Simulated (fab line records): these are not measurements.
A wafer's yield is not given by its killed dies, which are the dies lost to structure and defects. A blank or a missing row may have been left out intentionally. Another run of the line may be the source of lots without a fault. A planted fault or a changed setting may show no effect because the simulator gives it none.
fab line records :: flow nand-harc
record
  lots=6
  wafers=18
  last-day=33
route steps=1302 shown A_ONON_D2@565 A_CHANNEL_HOLE_D2@570 END@1302
lots that met no fault: taken from a fault-free run of the same line
start-h: hours from the record's first day to the start of the lot's first wafer shown :: wait-h: hours since the lot's step before :: " identical to the entry in the row above :: L1.1+2: a row that stands for several wafers :: - no value present, or no start provided :: * or withheld: withheld :: < > ~ a bound
route shown NAME@n: a module of which the file shows steps, and the number in the route of the first :: usual: average and standard deviation across the fault-free wafers :: same: alike in all rows :: chamber/n: place in a boat :: sites: each site's reading :: _std_site: standard deviation of those values :: _edge_site: inner sites' mean taken away from outer sites' mean :: radius-mm: for every site, how far away it sits from the centre of the wafer :: mask NAME#n: copy n :: behind: the last tool/chamber to shape the wafer :: hold: why the lot was held/for how many hours/how that ended :: device: transistor that didn't switch, given as n, p or np :: end of line: the route-end tests of the same wafers :: where a step has no rows: the recipe by itself :: killed: at the first sort, the dies lost to defects and structure; wafer yield is something else :: map: a wafer's dies, marking killed ones x, the rest . and places with no die _
set.NAME: setting as actually run; set.NAME@STEP: the setting as run at that earlier step :: model.NAME: the simulator's own value behind a step, which no gauge read
lots at some steps of the route; a table a step, a row a wafer
services: when a tool's chamber went out of use (start-h, in hours from the record's first day, below 0 if earlier), for how many hours, and the reason
## steps
# step NHARC_A_ONON_D2_THK_MEAS_30
# recipe
  thk-meas-gauge=ellipsometry
# usual
  thk-nm=997/9.5
lot.wafer: L141.1
tool: film-metro-02
chamber: -
start-h: 288.50
wait-h: -
thk-nm: 1006

lot.wafer: L141.3
tool: film-metro-02
chamber: -
start-h: 288.50
wait-h: -
thk-nm: 1007

lot.wafer: L141.4
tool: film-metro-02
chamber: -
start-h: 288.50
wait-h: -
thk-nm: 1010

lot.wafer: L157.2
tool: film-metro-01
chamber: -
start-h: 436.51
wait-h: -
thk-nm: 998

lot.wafer: L157.4
tool: film-metro-01
chamber: -
start-h: 436.51
wait-h: -
thk-nm: 997

lot.wafer: L157.5
tool: film-metro-01
chamber: -
start-h: 436.51
wait-h: -
thk-nm: 1000

lot.wafer: L156.2
tool: film-metro-02
chamber: -
start-h: 436.51
wait-h: -
thk-nm: 1004

lot.wafer: L156.3
tool: film-metro-02
chamber: -
start-h: 436.51
wait-h: -
thk-nm: 1005

lot.wafer: L156.6
tool: film-metro-02
chamber: -
start-h: 436.51
wait-h: -
thk-nm: 1003

lot.wafer: L160.1
tool: film-metro-02
chamber: -
start-h: 473.42
wait-h: -
thk-nm: 1014

lot.wafer: L160.2
tool: film-metro-02
chamber: -
start-h: 473.42
wait-h: -
thk-nm: 1013

lot.wafer: L160.4
tool: film-metro-02
chamber: -
start-h: 473.42
wait-h: -
thk-nm: 1014

lot.wafer: L162.2
tool: film-metro-02
chamber: -
start-h: 494.05
wait-h: -
thk-nm: 999

lot.wafer: L162.3
tool: film-metro-02
chamber: -
start-h: 494.05
wait-h: -
thk-nm: 999

lot.wafer: L162.4
tool: film-metro-02
chamber: -
start-h: 494.05
wait-h: -
thk-nm: 1000

lot.wafer: L164.2
tool: film-metro-02
chamber: -
start-h: 509.51
wait-h: -
thk-nm: 1004

lot.wafer: L164.4
tool: film-metro-02
chamber: -
start-h: 509.51
wait-h: -
thk-nm: 1005

lot.wafer: L164.5
tool: film-metro-02
chamber: -
start-h: 509.51
wait-h: -
thk-nm: 1005
# step NHARC_A_ONON_D2_DEP_33
# recipe
  target-thk-a=2000
  temp-c=400
  pressure-torr=6.5
  rf-w=900
  teos-flow-sccm=161.4
  flow-sccm=2650
  target-thk-nm=200
  gas=O2
  material=SiO2
# usual
  heater-power-w=537/79
  rf-fwd-power-W=898.2/2.6
  susceptor-temp-C=399.99/0.21
  throttle-valve-pct=15.8/0.56
lot.wafer: L141.3
tool: pecvd-02
chamber: 1
start-h: 288.55
wait-h: 0.1
heater-power-w: 596
rf-fwd-power-W: 899.7
susceptor-temp-C: 399.89
throttle-valve-pct: 16.0

lot.wafer: L141.1
tool: pecvd-02
chamber: 2
start-h: 288.55
wait-h: 0.1
heater-power-w: 543
rf-fwd-power-W: 898.5
susceptor-temp-C: 400.25
throttle-valve-pct: 16.0

lot.wafer: L141.4
tool: pecvd-02
chamber: 1
start-h: 288.55
wait-h: 0.1
heater-power-w: 622
rf-fwd-power-W: 901.2
susceptor-temp-C: 399.77
throttle-valve-pct: 15.9

lot.wafer: L156.2
tool: pecvd-02
chamber: 0
start-h: 436.71
wait-h: 0.2
heater-power-w: 452
rf-fwd-power-W: 890.5
susceptor-temp-C: 399.90
throttle-valve-pct: 15.1

lot.wafer: L156.3
tool: pecvd-02
chamber: 1
start-h: 436.71
wait-h: 0.2
heater-power-w: 548
rf-fwd-power-W: 896.8
susceptor-temp-C: 399.99
throttle-valve-pct: 16.0

lot.wafer: L156.6
tool: pecvd-02
chamber: 0
start-h: 436.71
wait-h: 0.2
heater-power-w: 470
rf-fwd-power-W: 898.2
susceptor-temp-C: 399.79
throttle-valve-pct: 14.9

lot.wafer: L157.2
tool: pecvd-03
chamber: 2
start-h: 436.72
wait-h: 0.2
heater-power-w: 371
rf-fwd-power-W: 897.2
susceptor-temp-C: 400.16
throttle-valve-pct: 16.1

lot.wafer: L157.5
tool: pecvd-03
chamber: 0
start-h: 436.72
wait-h: 0.2
heater-power-w: 548
rf-fwd-power-W: 895.5
susceptor-temp-C: 400.13
throttle-valve-pct: 15.6

lot.wafer: L157.4
tool: pecvd-03
chamber: 1
start-h: 436.72
wait-h: 0.2
heater-power-w: 632
rf-fwd-power-W: 901.1
susceptor-temp-C: 399.61
throttle-valve-pct: 16.3

lot.wafer: L160.2
tool: pecvd-04
chamber: 0
start-h: 473.47
wait-h: 0.1
heater-power-w: 522
rf-fwd-power-W: 897.4
susceptor-temp-C: 400.36
throttle-valve-pct: 16.0

lot.wafer: L160.1
tool: pecvd-04
chamber: 2
start-h: 473.47
wait-h: 0.1
heater-power-w: 455
rf-fwd-power-W: 897.3
susceptor-temp-C: 399.51
throttle-valve-pct: 15.7

lot.wafer: L160.4
tool: pecvd-04
chamber: 0
start-h: 473.47
wait-h: 0.1
heater-power-w: 538
rf-fwd-power-W: 898.6
susceptor-temp-C: 399.94
throttle-valve-pct: 16.2

lot.wafer: L162.3
tool: pecvd-04
chamber: 0
start-h: 494.11
wait-h: 0.1
heater-power-w: 602
rf-fwd-power-W: 897.1
susceptor-temp-C: 399.99
throttle-valve-pct: 15.8

lot.wafer: L162.2
tool: pecvd-04
chamber: 2
start-h: 494.11
wait-h: 0.1
heater-power-w: 465
rf-fwd-power-W: 893.8
susceptor-temp-C: 399.73
throttle-valve-pct: 15.6

lot.wafer: L162.4
tool: pecvd-04
chamber: 0
start-h: 494.11
wait-h: 0.1
heater-power-w: 593
rf-fwd-power-W: 894.3
susceptor-temp-C: 399.93
throttle-valve-pct: 15.8

lot.wafer: L164.2
tool: pecvd-02
chamber: 0
start-h: 509.65
wait-h: 0.1
heater-power-w: 547
rf-fwd-power-W: 903.8
susceptor-temp-C: 399.81
throttle-valve-pct: 15.1

lot.wafer: L164.5
tool: pecvd-02
chamber: 1
start-h: 509.65
wait-h: 0.1
heater-power-w: 567
rf-fwd-power-W: 892.3
susceptor-temp-C: 399.64
throttle-valve-pct: 16.0

lot.wafer: L164.4
tool: pecvd-02
chamber: 0
start-h: 509.65
wait-h: 0.1
heater-power-w: 540
rf-fwd-power-W: 900.4
susceptor-temp-C: 399.75
throttle-valve-pct: 15.0
# step NHARC_A_ONON_D2_THK_MEAS_34
# recipe
  thk-meas-gauge=ellipsometry
# usual
  thk-nm=200.4/2.8
lot.wafer: L141.1
tool: film-metro-02
chamber: -
start-h: 288.97
wait-h: -
thk-nm: 197.8

lot.wafer: L141.3
tool: film-metro-02
chamber: -
start-h: 288.97
wait-h: -
thk-nm: 197.5

lot.wafer: L141.4
tool: film-metro-02
chamber: -
start-h: 288.97
wait-h: -
thk-nm: 198.8

lot.wafer: L157.2
tool: film-metro-02
chamber: -
start-h: 437.04
wait-h: -
thk-nm: 202.9

lot.wafer: L157.4
tool: film-metro-02
chamber: -
start-h: 437.04
wait-h: -
thk-nm: 199.4

lot.wafer: L157.5
tool: film-metro-02
chamber: -
start-h: 437.04
wait-h: -
thk-nm: 203.8

lot.wafer: L156.2
tool: film-metro-01
chamber: -
start-h: 437.07
wait-h: -
thk-nm: 199.5

lot.wafer: L156.3
tool: film-metro-01
chamber: -
start-h: 437.07
wait-h: -
thk-nm: 196.4

lot.wafer: L156.6
tool: film-metro-01
chamber: -
start-h: 437.07
wait-h: -
thk-nm: 201.2

lot.wafer: L160.1
tool: film-metro-02
chamber: -
start-h: 473.89
wait-h: -
thk-nm: 199.5

lot.wafer: L160.2
tool: film-metro-02
chamber: -
start-h: 473.89
wait-h: -
thk-nm: 203.2

lot.wafer: L160.4
tool: film-metro-02
chamber: -
start-h: 473.89
wait-h: -
thk-nm: 206.4

lot.wafer: L162.2
tool: film-metro-01
chamber: -
start-h: 494.52
wait-h: -
thk-nm: 199.4

lot.wafer: L162.3
tool: film-metro-01
chamber: -
start-h: 494.52
wait-h: -
thk-nm: 201.3

lot.wafer: L162.4
tool: film-metro-01
chamber: -
start-h: 494.52
wait-h: -
thk-nm: 203.7

lot.wafer: L164.2
tool: film-metro-01
chamber: -
start-h: 509.98
wait-h: -
thk-nm: 199.1

lot.wafer: L164.4
tool: film-metro-01
chamber: -
start-h: 509.98
wait-h: -
thk-nm: 201.3

lot.wafer: L164.5
tool: film-metro-01
chamber: -
start-h: 509.98
wait-h: -
thk-nm: 201.1
# step NHARC_A_ONON_D2_INSPECT_32
# usual
  raw-defect-count=406/160
lot.wafer: L141.1
tool: defect-inspect-01
chamber: -
start-h: 289.03
wait-h: 0.0
raw-defect-count: 603

lot.wafer: L141.3
tool: defect-inspect-01
chamber: -
start-h: 289.03
wait-h: 0.0
raw-defect-count: 471

lot.wafer: L141.4
tool: defect-inspect-01
chamber: -
start-h: 289.03
wait-h: 0.0
raw-defect-count: 867

lot.wafer: L157.2
tool: defect-inspect-02
chamber: -
start-h: 437.13
wait-h: 0.0
raw-defect-count: 370

lot.wafer: L157.4
tool: defect-inspect-02
chamber: -
start-h: 437.13
wait-h: 0.0
raw-defect-count: 346

lot.wafer: L157.5
tool: defect-inspect-02
chamber: -
start-h: 437.13
wait-h: 0.0
raw-defect-count: 290

lot.wafer: L156.2
tool: defect-inspect-01
chamber: -
start-h: 437.14
wait-h: 0.0
raw-defect-count: 573

lot.wafer: L156.3
tool: defect-inspect-01
chamber: -
start-h: 437.14
wait-h: 0.0
raw-defect-count: 408

lot.wafer: L156.6
tool: defect-inspect-01
chamber: -
start-h: 437.14
wait-h: 0.0
raw-defect-count: 761

lot.wafer: L160.1
tool: defect-inspect-01
chamber: -
start-h: 473.95
wait-h: 0.0
raw-defect-count: 187

lot.wafer: L160.2
tool: defect-inspect-01
chamber: -
start-h: 473.95
wait-h: 0.0
raw-defect-count: 277

lot.wafer: L160.4
tool: defect-inspect-01
chamber: -
start-h: 473.95
wait-h: 0.0
raw-defect-count: 262

lot.wafer: L162.2
tool: defect-inspect-02
chamber: -
start-h: 494.61
wait-h: 0.1
raw-defect-count: 574

lot.wafer: L162.3
tool: defect-inspect-02
chamber: -
start-h: 494.61
wait-h: 0.1
raw-defect-count: 826

lot.wafer: L162.4
tool: defect-inspect-02
chamber: -
start-h: 494.61
wait-h: 0.1
raw-defect-count: 533

lot.wafer: L164.2
tool: defect-inspect-01
chamber: -
start-h: 510.04
wait-h: 0.0
raw-defect-count: 400

lot.wafer: L164.4
tool: defect-inspect-01
chamber: -
start-h: 510.04
wait-h: 0.0
raw-defect-count: 371

lot.wafer: L164.5
tool: defect-inspect-01
chamber: -
start-h: 510.04
wait-h: 0.0
raw-defect-count: 512
# step NHARC_A_CHANNEL_HOLE_D2_DEP_00
# recipe
  target-thk-a=31000
  temp-c=400
  material=aC
# usual
  susceptor-temp-C=400.00/0.24
  throttle-valve-pct=34.998/0.0094
lot.wafer: L141.1
tool: acl-dep-01
chamber: 0
start-h: 289.10
wait-h: 0.1
susceptor-temp-C: -
throttle-valve-pct: 34.997

lot.wafer: L141.3
tool: acl-dep-01
chamber: 0
start-h: 289.10
wait-h: 0.1
susceptor-temp-C: -
throttle-valve-pct: 34.985

lot.wafer: L141.4
tool: acl-dep-01
chamber: 0
start-h: 289.10
wait-h: 0.1
susceptor-temp-C: -
throttle-valve-pct: 35.002

lot.wafer: L157.2
tool: acl-dep-01
chamber: 0
start-h: 440.40
wait-h: 3.3
susceptor-temp-C: 400.09
throttle-valve-pct: 35.009

lot.wafer: L157.4
tool: acl-dep-01
chamber: 0
start-h: 440.40
wait-h: 3.3
susceptor-temp-C: 400.12
throttle-valve-pct: 35.013

lot.wafer: L157.5
tool: acl-dep-01
chamber: 0
start-h: 440.40
wait-h: 3.3
susceptor-temp-C: 399.84
throttle-valve-pct: 34.999

lot.wafer: L156.2
tool: acl-dep-02
chamber: 0
start-h: 440.81
wait-h: 3.7
susceptor-temp-C: 399.52
throttle-valve-pct: 35.014

lot.wafer: L156.3
tool: acl-dep-02
chamber: 0
start-h: 440.81
wait-h: 3.7
susceptor-temp-C: 399.48
throttle-valve-pct: 34.988

lot.wafer: L156.6
tool: acl-dep-02
chamber: 0
start-h: 440.81
wait-h: 3.7
susceptor-temp-C: 399.72
throttle-valve-pct: 35.007

lot.wafer: L160.1
tool: acl-dep-02
chamber: 0
start-h: 474.49
wait-h: 0.5
susceptor-temp-C: 399.90
throttle-valve-pct: 35.008

lot.wafer: L160.2
tool: acl-dep-02
chamber: 0
start-h: 474.49
wait-h: 0.5
susceptor-temp-C: 399.62
throttle-valve-pct: 34.989

lot.wafer: L160.4
tool: acl-dep-02
chamber: 0
start-h: 474.49
wait-h: 0.5
susceptor-temp-C: 400.11
throttle-valve-pct: 34.999

lot.wafer: L162.2
tool: acl-dep-03
chamber: 0
start-h: 497.50
wait-h: 2.9
susceptor-temp-C: 399.91
throttle-valve-pct: 34.995

lot.wafer: L162.3
tool: acl-dep-03
chamber: 0
start-h: 497.50
wait-h: 2.9
susceptor-temp-C: 399.88
throttle-valve-pct: 34.988

lot.wafer: L162.4
tool: acl-dep-03
chamber: 0
start-h: 497.50
wait-h: 2.9
susceptor-temp-C: 399.80
throttle-valve-pct: 35.008

lot.wafer: L164.2
tool: acl-dep-03
chamber: 0
start-h: 510.43
wait-h: 0.4
susceptor-temp-C: 399.82
throttle-valve-pct: 35.001

lot.wafer: L164.4
tool: acl-dep-03
chamber: 0
start-h: 510.43
wait-h: 0.4
susceptor-temp-C: 399.94
throttle-valve-pct: 34.998

lot.wafer: L164.5
tool: acl-dep-03
chamber: 0
start-h: 510.43
wait-h: 0.4
susceptor-temp-C: 399.91
throttle-valve-pct: 34.980
# step NHARC_A_CHANNEL_HOLE_D2_DEP_01
# recipe
  target-thk-a=1400
  target-thk-nm=140
  temp-c=400
  pressure-torr=3.5
  flow-sccm=200
  rf-w=350
  material=SiON
# usual
  heater-power-w=721/95
  rf-fwd-power-W=348.6/1.1
  susceptor-temp-C=400.02/0.24
lot.wafer: L141.3
tool: pecvd-03
chamber: 1
start-h: 291.01
wait-h: 1.0
heater-power-w: 692
rf-fwd-power-W: 346.9
susceptor-temp-C: 400.20

lot.wafer: L141.1
tool: pecvd-03
chamber: 0
start-h: 291.01
wait-h: 1.0
heater-power-w: 687
rf-fwd-power-W: 348.6
susceptor-temp-C: 399.99

lot.wafer: L141.4
tool: pecvd-03
chamber: 2
start-h: 291.01
wait-h: 1.0
heater-power-w: 614
rf-fwd-power-W: 348.7
susceptor-temp-C: 400.02

lot.wafer: L157.2
tool: pecvd-04
chamber: 2
start-h: 442.04
wait-h: 1.3
heater-power-w: 761
rf-fwd-power-W: 347.7
susceptor-temp-C: 400.19

lot.wafer: L157.5
tool: pecvd-04
chamber: 1
start-h: 442.04
wait-h: 1.3
heater-power-w: 584
rf-fwd-power-W: 350.0
susceptor-temp-C: 399.73

lot.wafer: L157.4
tool: pecvd-04
chamber: 2
start-h: 442.04
wait-h: 1.3
heater-power-w: 781
rf-fwd-power-W: 347.6
susceptor-temp-C: 399.99

lot.wafer: L156.3
tool: pecvd-01
chamber: 2
start-h: 442.42
wait-h: 1.0
heater-power-w: 664
rf-fwd-power-W: 348.5
susceptor-temp-C: 400.03

lot.wafer: L156.2
tool: pecvd-01
chamber: 1
start-h: 442.42
wait-h: 1.0
heater-power-w: 693
rf-fwd-power-W: 349.9
susceptor-temp-C: 400.27

lot.wafer: L156.6
tool: pecvd-01
chamber: 1
start-h: 442.42
wait-h: 1.0
heater-power-w: 710
rf-fwd-power-W: 348.7
susceptor-temp-C: 400.64

lot.wafer: L160.2
tool: pecvd-04
chamber: 1
start-h: 476.44
wait-h: 1.3
heater-power-w: 575
rf-fwd-power-W: 348.6
susceptor-temp-C: 399.99

lot.wafer: L160.1
tool: pecvd-04
chamber: 0
start-h: 476.44
wait-h: 1.3
heater-power-w: 766
rf-fwd-power-W: 348.5
susceptor-temp-C: 400.13

lot.wafer: L160.4
tool: pecvd-04
chamber: 0
start-h: 476.44
wait-h: 1.3
heater-power-w: 778
rf-fwd-power-W: 349.7
susceptor-temp-C: 400.09

lot.wafer: L162.2
tool: pecvd-04
chamber: 1
start-h: 499.16
wait-h: 1.3
heater-power-w: 598
rf-fwd-power-W: 348.7
susceptor-temp-C: 400.33

lot.wafer: L162.3
tool: pecvd-04
chamber: 2
start-h: 499.16
wait-h: 1.3
heater-power-w: 688
rf-fwd-power-W: 347.8
susceptor-temp-C: 400.03

lot.wafer: L162.4
tool: pecvd-04
chamber: 2
start-h: 499.16
wait-h: 1.3
heater-power-w: 722
rf-fwd-power-W: 348.4
susceptor-temp-C: 400.56

lot.wafer: L164.2
tool: pecvd-04
chamber: 1
start-h: 512.36
wait-h: 1.6
heater-power-w: 627
rf-fwd-power-W: 348.2
susceptor-temp-C: 400.08

lot.wafer: L164.5
tool: pecvd-04
chamber: 2
start-h: 512.36
wait-h: 1.6
heater-power-w: 708
rf-fwd-power-W: 348.7
susceptor-temp-C: 400.19

lot.wafer: L164.4
tool: pecvd-04
chamber: 1
start-h: 512.36
wait-h: 1.6
heater-power-w: 642
rf-fwd-power-W: 349.8
susceptor-temp-C: 399.90
# step NHARC_A_CHANNEL_HOLE_D2_DEHYDRATE_02
# recipe
  temp-c=150
  time-s=120
# step NHARC_A_CHANNEL_HOLE_D2_HMDS_03
# recipe
  time-s=30
# step NHARC_A_CHANNEL_HOLE_D2_COAT_36
# recipe
  temp-c=260
  time-s=75
# step NHARC_A_CHANNEL_HOLE_D2_COAT_37
# recipe
  temp-c=225
  time-s=65
# step NHARC_A_CHANNEL_HOLE_D2_COAT_04
# recipe
  spin-rpm=1500
  resist-thk-nm=90
# step NHARC_A_CHANNEL_HOLE_D2_SOFTBAKE_05
# recipe
  temp-c=105
  time-s=55
# usual
  heater-power-total-W=188.44/0.14
lot.wafer: L141.1
tool: litho-track-06
chamber: 0
start-h: 291
wait-h: -
heater-power-total-W: 188.34

lot.wafer: L141.3
tool: litho-track-06
chamber: 0
start-h: 291
wait-h: -
heater-power-total-W: 188.41

lot.wafer: L141.4
tool: litho-track-06
chamber: 0
start-h: 291
wait-h: -
heater-power-total-W: 188.60

lot.wafer: L157.2
tool: litho-track-04
chamber: 0
start-h: 442
wait-h: -
heater-power-total-W: 178.73

lot.wafer: L157.4
tool: litho-track-04
chamber: 0
start-h: 442
wait-h: -
heater-power-total-W: 178.62

lot.wafer: L157.5
tool: litho-track-04
chamber: 0
start-h: 442
wait-h: -
heater-power-total-W: 178.73

lot.wafer: L156.2
tool: litho-track-04
chamber: 0
start-h: 442
wait-h: -
heater-power-total-W: 178.65

lot.wafer: L156.3
tool: litho-track-04
chamber: 0
start-h: 442
wait-h: -
heater-power-total-W: 178.90

lot.wafer: L156.6
tool: litho-track-04
chamber: 0
start-h: 442
wait-h: -
heater-power-total-W: 178.74

lot.wafer: L160.1
tool: litho-track-01
chamber: 0
start-h: 476
wait-h: -
heater-power-total-W: 188.51

lot.wafer: L160.2
tool: litho-track-01
chamber: 0
start-h: 476
wait-h: -
heater-power-total-W: 188.40

lot.wafer: L160.4
tool: litho-track-01
chamber: 0
start-h: 476
wait-h: -
heater-power-total-W: 188.35

lot.wafer: L162.2
tool: litho-track-04
chamber: 0
start-h: 499
wait-h: -
heater-power-total-W: 188.48

lot.wafer: L162.3
tool: litho-track-04
chamber: 0
start-h: 499
wait-h: -
heater-power-total-W: 188.72

lot.wafer: L162.4
tool: litho-track-04
chamber: 0
start-h: 499
wait-h: -
heater-power-total-W: 188.47

lot.wafer: L164.2
tool: litho-track-06
chamber: 0
start-h: 512
wait-h: -
heater-power-total-W: 188.34

lot.wafer: L164.4
tool: litho-track-06
chamber: 0
start-h: 512
wait-h: -
heater-power-total-W: 188.74

lot.wafer: L164.5
tool: litho-track-06
chamber: 0
start-h: 512
wait-h: -
heater-power-total-W: 188.29
# step NHARC_A_CHANNEL_HOLE_D2_EBR_06
# step NHARC_END_SORT_01
# recipe
  temp-c=25
# usual
  killed-at-array=55/22
  killed-at-other=1.1/1.4
  killed-at-periphery=4/3.2
  killed-dies=59/22
  killed-open=3.3/1.8
  killed-short=2.5/1.5
# same
  gross-dies=677
lot.wafer: L157.2
tool: prober-02
chamber: 0
start-h: 705.81
wait-h: 2.8
killed-at-array: 23
killed-at-other: 1
killed-at-periphery: 5
killed-dies: 29
killed-open: 1
killed-short: 1

lot.wafer: L157.4
tool: prober-02
chamber: 0
start-h: 707.39
wait-h: 3.4
killed-at-array: 18
killed-at-other: 0
killed-at-periphery: 10
killed-dies: 28
killed-open: 4
killed-short: 3

lot.wafer: L157.5
tool: prober-02
chamber: 0
start-h: 708.19
wait-h: 3.7
killed-at-array: 29
killed-at-other: 0
killed-at-periphery: 12
killed-dies: 41
killed-open: 8
killed-short: 3

lot.wafer: L156.2
tool: prober-02
chamber: 0
start-h: 713.60
wait-h: 2.8
killed-at-array: 76
killed-at-other: 0
killed-at-periphery: 7
killed-dies: 83
killed-open: 2
killed-short: 4

lot.wafer: L156.3
tool: prober-02
chamber: 0
start-h: 714.39
wait-h: 3.1
killed-at-array: 75
killed-at-other: 1
killed-at-periphery: 1
killed-dies: 77
killed-open: 0
killed-short: 1

lot.wafer: L156.6
tool: prober-02
chamber: 0
start-h: 716.79
wait-h: 4.0
killed-at-array: 56
killed-at-other: 0
killed-at-periphery: 6
killed-dies: 62
killed-open: 1
killed-short: 1
# killed by level:class
L157.2 A_CHANNEL_HOLE_D1:chamber-film-flake=14 P_BONDPAD:chamber-film-flake=3 A_STAIRCASE:chamber-film-flake=3 A_SLIT:chamber-film-flake=2 A_ONON_D1:geometric-particle:short=1 A_CHANNEL_FILL_D1:geometric-particle:open=1 P_GATE:chamber-film-flake=1 P_M0:chamber-film-flake=1
L157.4 P_M0:chamber-film-flake=4 A_SLIT:chamber-film-flake=4 P_BONDPAD:chamber-film-flake=3 A_CHANNEL_HOLE_D1:chamber-film-flake=3 A_STAIRCASE:chamber-film-flake=3 A_SGD_CUT:chamber-film-flake=2 P_STI:geometric-particle:short=1 P_GATE:geometric-particle:open=1
L157.5 A_CHANNEL_HOLE_D1:chamber-film-flake=12 A_STAIRCASE:chamber-film-flake=4 A_CONTACT:chamber-film-flake=4 P_GATE:chamber-film-flake=3 P_BONDPAD:chamber-film-flake=3 P_GATE:geometric-particle:open=2 A_CHANNEL_FILL_D1:geometric-particle:open=2 P_M0:chamber-film-flake=2
L156.2 A_SLIT:chamber-film-flake=28 A_CHANNEL_HOLE_D2:chamber-film-flake=23 A_CHANNEL_HOLE_D1:chamber-film-flake=15 P_GATE:chamber-film-flake=4 A_CONTACT:chamber-film-flake=3 A_STAIRCASE:chamber-film-flake=2 P_GATE:geometric-particle:open=1 P_CONTACT:geometric-particle:short=1
L156.3 A_SLIT:chamber-film-flake=29 A_CHANNEL_HOLE_D2:chamber-film-flake=25 A_CHANNEL_HOLE_D1:chamber-film-flake=12 A_CONTACT:chamber-film-flake=5 A_CHANNEL_FILL_D1:chamber-film-flake=2 P_GATE:chamber-film-flake=1 STARTING-WAFER:geometric-particle:short=1 A_STAIRCASE:chamber-film-flake=1
L156.6 A_SLIT:chamber-film-flake=25 A_CHANNEL_HOLE_D2:chamber-film-flake=13 A_CHANNEL_HOLE_D1:chamber-film-flake=11 P_GATE:chamber-film-flake=5 A_CONTACT:chamber-film-flake=2 A_DECK1_JOINT:geometric-particle:open=1 A_CHANNEL_FILL_D2:geometric-particle:short=1 P_M0:chamber-film-flake=1
## services
tool: pecvd-04
chamber: -
start-h: 269.17
hours: 13.0
kind: pm

tool: pecvd-01
chamber: -
start-h: 271.93
hours: 0.9
kind: repair

tool: acl-dep-03
chamber: -
start-h: 284.45
hours: 0.8
kind: repair

tool: acl-dep-03
chamber: -
start-h: 301.13
hours: 13.0
kind: pm

tool: pecvd-04
chamber: -
start-h: 304.43
hours: 0.4
kind: repair

tool: pecvd-01
chamber: -
start-h: 311.80
hours: 13.0
kind: pm

tool: pecvd-03
chamber: 1
start-h: 317.16
hours: 3.3
kind: repair

tool: pecvd-02
chamber: -
start-h: 317.91
hours: 0.6
kind: repair

tool: pecvd-04
chamber: 0
start-h: 320.40
hours: 6.1
kind: repair

tool: litho-track-01
chamber: -
start-h: 330.00
hours: 7.0
kind: pm

tool: pecvd-01
chamber: -
start-h: 345.92
hours: 1.0
kind: repair

tool: pecvd-04
chamber: -
start-h: 350.30
hours: 1.5
kind: repair

tool: litho-track-06
chamber: -
start-h: 354.00
hours: 7.0
kind: pm

tool: pecvd-01
chamber: 0
start-h: 356.26
hours: 18.2
kind: repair

tool: pecvd-03
chamber: -
start-h: 366.20
hours: 13.0
kind: pm

tool: acl-dep-01
chamber: -
start-h: 368.60
hours: 13.0
kind: pm

tool: litho-track-04
chamber: -
start-h: 378.00
hours: 7.0
kind: pm

tool: pecvd-02
chamber: -
start-h: 402.84
hours: 1.0
kind: repair

tool: pecvd-04
chamber: 0
start-h: 405.37
hours: 5.4
kind: repair

tool: pecvd-02
chamber: -
start-h: 408.00
hours: 13.0
kind: pm

tool: acl-dep-03
chamber: -
start-h: 409.94
hours: 8.2
kind: repair

tool: acl-dep-02
chamber: -
start-h: 423.76
hours: 13.0
kind: pm

tool: pecvd-04
chamber: -
start-h: 450.17
hours: 13.0
kind: pm

tool: acl-dep-03
chamber: -
start-h: 482.35
hours: 13.0
kind: pm
## key
first-sign
  step=NHARC_A_CHANNEL_HOLE_D2_SOFTBAKE_05
  reading=heater-power-total-W
  direction=down
  sigmas=71
  usual=*
  struck=*
effect none on later readings
met-at NHARC_A_CHANNEL_HOLE_D2_SOFTBAKE_05
struck-wafers L156.2,L156.3,L156.6,L157.2,L157.4,L157.5
tester-left-out L156,L157
fault
  kind=process-parameter-drift
  tool=litho-track-04
  chamber=-
  onset-h=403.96
  steps=NHARC_A_CHANNEL_HOLE_D2_SOFTBAKE_05
  channel=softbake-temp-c
  offset=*
  shape=step
  end-h=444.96
  acts-in=*
  stated=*
# tester-left-out: of these lots the tester's yield and bins aren't shown, on N5 and GAA mostly nor the transistor test; their killed dies are dies lost to structure and defects alone, not to doping, threshold or leakage, so they don't give the yield
